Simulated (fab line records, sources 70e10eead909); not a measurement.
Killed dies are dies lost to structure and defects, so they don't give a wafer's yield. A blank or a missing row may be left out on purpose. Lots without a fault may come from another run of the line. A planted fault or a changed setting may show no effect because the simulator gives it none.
Which tool did it? | flow nand_harc | 7 lots, 21 wafers sampled, at 4 steps of a route of 1302

WHAT THE GAUGES READ, wafer by wafer
NHARC_THIN_TSV_CD_MEAS_37.
lot  | measured     | on        | cd_nm (nm)
L914 | day 25 04:13 | cd_sem-02 | 4996.8 4996.2 4993.4
L916 | day 25 09:57 | cd_sem-02 | 4999.1 4995.4 4996.5
L918 | day 26 19:25 | cd_sem-03 | 4998.0 4999.6 4995.5
L922 | day 28 14:57 | cd_sem-01 | 4996.3 4997.1 4995.1
L924 | day 28 23:04 | cd_sem-02 | 4999.4 5004.3 4999.6
L935 | day 34 13:33 | cd_sem-02 | 4996.3 4997.6 5001.2

WHICH TOOL RAN EACH LOT (tool, then ch and the chambers of the sampled wafers, then the start)
lot  | NHARC_P_GATE_DEVELOP_45           | NHARC_THIN_TSV_ETCH_15           | NHARC_THIN_TSV_DEGAS_53
L914 | litho_track-03 ch 0, day 6 19:00  | rie_si-02 ch 1,2, day 24 21:41   | pvd_sputter-02, day 25 01:39
L916 | litho_track-03 ch 0, day 7 04:00  | rie_si-01 ch 0,2,3, day 25 03:17 | pvd_sputter-03, day 25 07:30
L918 | litho_track-03 ch 0, day 8 06:00  | rie_si-06 ch 0,1, day 26 13:02   | pvd_sputter-02, day 26 16:59
L922 | litho_track-07 ch 0, day 9 15:00  | rie_si-02 ch 0,2,3, day 28 08:35 | pvd_sputter-03, day 28 12:29
L924 | litho_track-03 ch 0, day 10 12:00 | rie_si-02 ch 0,3, day 28 16:31   | pvd_sputter-03, day 28 20:28
L925 | litho_track-03 ch 0, day 11 15:00 | -                                | -
L935 | litho_track-07 ch 0, day 15 01:00 | rie_si-02 ch 0,1, day 34 06:47   | pvd_sputter-03, day 34 10:57
- NHARC_P_GATE_DEVELOP_45: time 70 s.
- NHARC_THIN_TSV_ETCH_15: target depth 3000 nm, bosch target overetch cycles 2, bosch etch step 2.8 s.
- NHARC_THIN_TSV_DEGAS_53: time 60 s.

THE ANSWER, worked out from the rows above alone
Rule: what is usual is taken from the lots themselves. Put in order of their means at a reading, lots are off if they are a third of the lots or fewer, leave a main group of 4 or more, and stand apart from it by a gap of 3 or more times the standard deviation of the main group's means; of several such gaps the widest counts. A main group whose means are all the same, to the digits that the tables above print for the reading, isn't used. A lot without any number at a reading at which 4 lots or more have one is off too. The other lots that the step has rows for count as sound.
No lot is off at any reading shown: from this, nothing can be told.

WHAT THE SIMULATOR HAD PUT IN
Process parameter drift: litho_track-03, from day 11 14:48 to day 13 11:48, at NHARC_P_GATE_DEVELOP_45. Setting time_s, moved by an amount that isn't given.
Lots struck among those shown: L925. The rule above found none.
